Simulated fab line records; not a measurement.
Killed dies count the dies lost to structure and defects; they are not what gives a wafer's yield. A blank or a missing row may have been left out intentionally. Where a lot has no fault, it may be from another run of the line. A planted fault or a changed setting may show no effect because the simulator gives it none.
Chamber matching | flow nandHarc | rieDiel-09 running NHARC_A_BLC_DESCUM_15: 4 sister chambers
The step chemistry O2, time 3 s. 4 wafers are shown with their chamber, then 12 later ones without.

WAFERS PAIRED WITH THEIR CHAMBERS
wafer  | chamber | drypumpMotorCurrentA (A)
L088.1 | 3       | 6.3
L085.1 | 1       | 6.5
L085.3 | 0       | 5.3
L085.6 | 2       | 5.7

WAFERS WITHOUT THEIR CHAMBER
wafer  | drypumpMotorCurrentA (A)
L093.1 | 6.5
L093.4 | 6.3
L093.5 | 6.3
L092.1 | 5.8
L092.3 | 5.3
L092.4 | 6.4
L095.2 | 5.3
L095.5 | 5.7
L095.6 | 6.5
L097.1 | 5.7
L097.2 | 6.3
L097.5 | 6.3

THE CHAMBER EACH PASSED THROUGH
wafer  | from the rows above     | in truth
L093.1 | 1                       | 1
L093.4 | 3                       | 3
L093.5 | 3                       | 3
L092.1 | 2                       | 2
L092.3 | 0                       | 0
L092.4 | can't be placed: 1 or 3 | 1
L095.2 | 0                       | 0
L095.5 | 2                       | 2
L095.6 | 1                       | 1
L097.1 | 2                       | 2
L097.2 | 3                       | 3
L097.5 | 3                       | 3
Correctly placed: 11 of 12. From these rows, 1 cannot be placed; in 1 the true chamber is one of the candidates. Wrongly placed: 0.
How it was worked out, from the rows above alone: a wafer's distance from a chamber is the root of the sum, over the readings, of the square of ((its reading less the chamber's mean) divided by the reading's scatter). The wafer belongs to the nearest chamber; if the next one is less than 2 further off, it can't be placed. For every chamber, the mean is computed from those of its wafers that are shown. The scatter: root of mean squared gap, hidden wafer to nearest shown wafer, with one shown wafer a chamber.
